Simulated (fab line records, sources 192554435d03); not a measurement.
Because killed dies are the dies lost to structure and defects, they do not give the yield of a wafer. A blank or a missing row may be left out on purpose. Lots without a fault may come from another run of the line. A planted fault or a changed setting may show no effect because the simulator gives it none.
Split-lot experiment | flow n5_finfet | on a route of 1938 steps: 7 lots, 21 wafers read

## SPLIT DETAILS
At N5_BEOL_M8_COAT_71 (time 60 s, resist thk 5 nm), the setting spin_rpm was moved away from the recipe's 1500 rpm on 6 of the 21 wafers read, by -7.9% to +9.1%. For the rest of the wafers, this setting stayed at what the recipe calls for.

## FROM THE SPLIT TO THE READING: what the file shows between them, 3 steps
- N5_BEOL_M8_COAT_22: resist thk 30 nm
- N5_BEOL_M8_EBR_24
- N5_BEOL_M8_DESCUM_33: chemistry O2, time 7 s

## THE READING
etch.depth_nm (the simulator's own value, which no gauge read), in nm, at N5_BEOL_M8_ETCH_72 (etches underlayer in N2/H2, target depth 6.5 nm, time 5.2 s). The file gives no usual value for it. Here, 15 wafers ran the recipe; their average is 5.001 nm with a standard deviation of 0.015 nm.

wafer  | tool, chamber at the split | spin_rpm as run, rpm | against the recipe | etch.depth_nm, nm | against lot-mates on the recipe
L079.2 | litho_track-05, 0          | 1500                 | recipe             | 4.985             | -
L079.5 | litho_track-05, 0          | 1500                 | recipe             | 4.999             | -
L079.6 | litho_track-05, 0          | 1500                 | recipe             | 5.001             | -
L080.1 | litho_track-05, 0          | 1500                 | recipe             | 4.981             | -
L080.2 | litho_track-05, 0          | 1500                 | recipe             | 4.987             | -
L080.3 | litho_track-05, 0          | 1637                 | +9.1%              | 4.757             | -0.227
L082.4 | litho_track-02, 0          | 1381                 | -7.9%              | 5.221             | +0.199
L082.5 | litho_track-02, 0          | 1381                 | -7.9%              | 5.216             | +0.194
L082.6 | litho_track-02, 0          | 1500                 | recipe             | 5.022             | -
L088.1 | litho_track-02, 0          | 1500                 | recipe             | 5.027             | -
L088.2 | litho_track-02, 0          | 1500                 | recipe             | 5.019             | -
L088.5 | litho_track-02, 0          | 1500                 | recipe             | 5.029             | -
L090.1 | litho_track-05, 0          | 1500                 | recipe             | 4.994             | -
L090.3 | litho_track-05, 0          | 1500                 | recipe             | 4.995             | -
L090.4 | litho_track-05, 0          | 1500                 | recipe             | 4.989             | -
L094.2 | litho_track-02, 0          | 1407                 | -6.2%              | 5.166             | +0.163
L094.3 | litho_track-02, 0          | 1407                 | -6.2%              | 5.154             | +0.151
L094.4 | litho_track-02, 0          | 1500                 | recipe             | 5.003             | -
L097.1 | litho_track-05, 0          | 1592                 | +6.1%              | 4.848             | -0.145
L097.2 | litho_track-05, 0          | 1500                 | recipe             | 5                 | -
L097.4 | litho_track-05, 0          | 1500                 | recipe             | 4.986             | -

THE FIT
A straight line over all 21 wafers: etch.depth_nm changes by -0.0265 nm for each +1% of spin_rpm; r = -0.99; the points scatter about the line by 0.014 nm.
The same after taking each lot's own level away (the mean of its wafers on the recipe; 21 wafers): -0.0248 nm for each +1%; r = -1.00; scatter 0.0051 nm.
The reading moves by 0.23 nm for the largest change in spin_rpm, on that fit.
Across the lots, their own levels run from 4.9840 to 5.0250 nm, a range of 2.7 times the standard deviation given above.
The two slopes are in agreement: the lot-to-lot level therefore moves the slope only a little.
Check: with one of the wafers moved furthest among these (+9.1%) left out of the fit, the line predicts -0.225 nm for it against its lot-mates. Against them it came out at -0.227 nm.

## OTHER SPLITS APPLIED TO THESE WAFERS
Other splits were also applied to these wafers ahead of the reading. Each is held against what the fit with the lots' levels taken away leaves over:
other split on the same wafers | wafers away from the commonest value | r with etch.depth_nm (lot level and that fit taken away)
N5_BEOL_M4_COAT_22 spin_rpm    | 5                                    | -0.23
N5_BEOL_M5_ETCH_41 source_w    | 7                                    | -0.02
N5_BEOL_M6_ALD_77 ald_cycles   | 6                                    | +0.03
N5_BEOL_M7_DESCUM_33 time_s    | 5                                    | -0.43
N5_BEOL_M7_ETCH_41 bias_w      | 5                                    | -0.01
N5_BEOL_M8_ETCH_62 source_w    | 7                                    | +0.15

## FILE'S OWN FIT
etch.depth_nm changes by -0.0247 nm for each +1% of spin_rpm, r = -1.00.
